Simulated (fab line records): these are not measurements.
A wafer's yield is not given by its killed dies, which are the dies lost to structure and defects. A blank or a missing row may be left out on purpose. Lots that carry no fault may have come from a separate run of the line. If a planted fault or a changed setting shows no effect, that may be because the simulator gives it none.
Check for tools in common :: flow n5-finfet :: Lots sampled 9, wafers sampled 26

== WHY IT WAS OPENED ==
At N5_SD_ACTIVATION_RS_MEAS_03 the reading RS_SD_N is flagged on 2 of 9 lots. Fault-free wafers read 21.95 ohm/sq, with a standard deviation of 0.28.
Rule: a lot is flagged in two cases, either no wafer of it has a number, or all its wafers with numbers fall more than 4 standard deviations from that mean. All remaining lots are regarded as sound.

lot: L364
measured: day 3 19:14
on: film-metro-02
RS_SD_N (ohm/sq), wafer by wafer: 21.38 21.93 22.11
flag: 

lot: L367
measured: day 4 12:28
on: film-metro-01
RS_SD_N (ohm/sq), wafer by wafer: 21.61 21.64 21.65
flag: 

lot: L369
measured: day 4 21:28
on: film-metro-01
RS_SD_N (ohm/sq), wafer by wafer: 21.65 21.62 21.70
flag: 

lot: L370
measured: day 5 06:11
on: film-metro-02
RS_SD_N (ohm/sq), wafer by wafer: 22.23 22.16 22.05
flag: 

lot: L372
measured: day 5 15:44
on: film-metro-01
RS_SD_N (ohm/sq), wafer by wafer: 22.13 21.98 21.97
flag: 

lot: L374
measured: day 6 07:23
on: film-metro-01
RS_SD_N (ohm/sq), wafer by wafer: 22.04 21.82
flag: 

lot: L378
measured: day 7 03:50
on: film-metro-01
RS_SD_N (ohm/sq), wafer by wafer: 25.89 26.10 26.09
flag: FLAGGED

lot: L380
measured: day 7 16:44
on: film-metro-02
RS_SD_N (ohm/sq), wafer by wafer: 25.90 26.03 26.42
flag: FLAGGED

lot: L385
measured: day 8 23:49
on: film-metro-01
RS_SD_N (ohm/sq), wafer by wafer: 22.33 22.40 22.18
flag: 
The numbers of the flagged lots are 26.07 ohm/sq on average: +4.12 ohm/sq against the usual, or +15 standard deviations.

== LOT BY LOT: THE TOOL USED ==
Before the reading, the record contains 3 process steps out of a 1938-step route. Each cell gives the tool, then ch followed by the chambers the sampled wafers passed through, then the start.
lot: L364
flag: 
N5_SD_EPI_N_ETCHBACK_44: rie-diel-02 ch 0,1,3, day 3 10:03
N5_SD_EPI_P_ETCH_16: rie-diel-04 ch 1,2, day 3 14:46
N5_SD_ACTIVATION_LSA_01: laser-anneal-01 ch 0, day 3 19:02

lot: L367
flag: 
N5_SD_EPI_N_ETCHBACK_44: rie-diel-01 ch 0,2, day 4 03:55
N5_SD_EPI_P_ETCH_16: rie-diel-05 ch 1,2,3, day 4 08:56
N5_SD_ACTIVATION_LSA_01: laser-anneal-02 ch 0, day 4 12:16

lot: L369
flag: 
N5_SD_EPI_N_ETCHBACK_44: rie-diel-06 ch 0,2,3, day 4 11:51
N5_SD_EPI_P_ETCH_16: rie-diel-04 ch 0,1, day 4 17:51
N5_SD_ACTIVATION_LSA_01: laser-anneal-02 ch 0, day 4 21:17

lot: L370
flag: 
N5_SD_EPI_N_ETCHBACK_44: rie-diel-06 ch 1,2, day 4 21:25
N5_SD_EPI_P_ETCH_16: rie-diel-05 ch 1,2,3, day 5 02:33
N5_SD_ACTIVATION_LSA_01: laser-anneal-01 ch 0, day 5 06:00

lot: L372
flag: 
N5_SD_EPI_N_ETCHBACK_44: rie-diel-01 ch 0,1, day 5 07:11
N5_SD_EPI_P_ETCH_16: rie-diel-04 ch 0,2,3, day 5 12:11
N5_SD_ACTIVATION_LSA_01: laser-anneal-01 ch 0, day 5 15:32

lot: L374
flag: 
N5_SD_EPI_N_ETCHBACK_44: rie-diel-06 ch 2, day 5 23:11
N5_SD_EPI_P_ETCH_16: rie-diel-05 ch 0,3, day 6 03:49
N5_SD_ACTIVATION_LSA_01: laser-anneal-02 ch 0, day 6 07:13

lot: L378
flag: FLAGGED
N5_SD_EPI_N_ETCHBACK_44: rie-diel-01 ch 0,2, day 6 18:46
N5_SD_EPI_P_ETCH_16: rie-diel-03 ch 2,3, day 7 00:14
N5_SD_ACTIVATION_LSA_01: laser-anneal-02 ch 0, day 7 03:38

lot: L380
flag: FLAGGED
N5_SD_EPI_N_ETCHBACK_44: rie-diel-02 ch 2,3, day 7 06:55
N5_SD_EPI_P_ETCH_16: rie-diel-04 ch 1,3, day 7 12:22
N5_SD_ACTIVATION_LSA_01: laser-anneal-02 ch 0, day 7 16:32

lot: L385
flag: 
N5_SD_EPI_N_ETCHBACK_44: rie-diel-06 ch 0,1,2, day 8 14:09
N5_SD_EPI_P_ETCH_16: rie-diel-05 ch 1,3, day 8 19:24
N5_SD_ACTIVATION_LSA_01: laser-anneal-01 ch 0, day 8 23:38
What these steps do:
- N5_SD_EPI_N_ETCHBACK_44: etches SiNx in CH3F/O2, stops on SiO2, target depth 14.5 nm.
- N5_SD_EPI_P_ETCH_16: etches SiO2 in CHF3/O2, target depth 5 nm.
- N5_SD_ACTIVATION_LSA_01: time 0.0008 s.
- N5_SD_ACTIVATION_RS_MEAS_03: measures by four-point-probe.

== FLAGGED AGAINST TOTAL, ONE TOOL AT A TIME (gauges that did the reading follow at the end) ==
step: N5_SD_EPI_N_ETCHBACK_44
tool: rie-diel-01
lots run: 3
flagged: 1
share of the flagged lots: some
sound lots run after its first flagged lot: 0

step: N5_SD_EPI_N_ETCHBACK_44
tool: rie-diel-02
lots run: 2
flagged: 1
share of the flagged lots: some
sound lots run after its first flagged lot: 0

step: N5_SD_EPI_N_ETCHBACK_44
tool: rie-diel-06
lots run: 4
flagged: 0
share of the flagged lots: none
sound lots run after its first flagged lot: -

step: N5_SD_EPI_P_ETCH_16
tool: rie-diel-03
lots run: 1
flagged: 1
share of the flagged lots: some
sound lots run after its first flagged lot: 0

step: N5_SD_EPI_P_ETCH_16
tool: rie-diel-04
lots run: 4
flagged: 1
share of the flagged lots: some
sound lots run after its first flagged lot: 0

step: N5_SD_EPI_P_ETCH_16
tool: rie-diel-05
lots run: 4
flagged: 0
share of the flagged lots: none
sound lots run after its first flagged lot: -

step: N5_SD_ACTIVATION_LSA_01
tool: laser-anneal-01
lots run: 4
flagged: 0
share of the flagged lots: none
sound lots run after its first flagged lot: -

step: N5_SD_ACTIVATION_LSA_01
tool: laser-anneal-02
lots run: 5
flagged: 2
share of the flagged lots: all
sound lots run after its first flagged lot: 0

step: N5_SD_ACTIVATION_RS_MEAS_03
tool: film-metro-01
lots run: 6
flagged: 1
share of the flagged lots: some
sound lots run after its first flagged lot: 1 (L385)

step: N5_SD_ACTIVATION_RS_MEAS_03
tool: film-metro-02
lots run: 3
flagged: 1
share of the flagged lots: some
sound lots run after its first flagged lot: 0

== WHAT THE TABLE ALLOWS ==
Rows of the table that ran each flagged lot: 1, that is laser-anneal-02 at N5_SD_ACTIVATION_LSA_01.
- laser-anneal-02 at N5_SD_ACTIVATION_LSA_01 ran 5 lots, 2 of them flagged. Last sound lot L374 at day 6 07:13, first flagged lot L378 at day 7 03:38; a fault beginning in between fits. Its own readings (wafer_temp_C_max) fall more than 4 standard deviations out on all wafers of the flagged lots.
What remains is a single tool, laser-anneal-02 at N5_SD_ACTIVATION_LSA_01.

== WHAT THE SIMULATOR PUT IN ==
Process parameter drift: laser-anneal-02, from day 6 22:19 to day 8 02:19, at N5_SD_ACTIVATION_LSA_01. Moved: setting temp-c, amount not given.
Shown lots that were struck: L378, L380. The rule above reached the same finding.
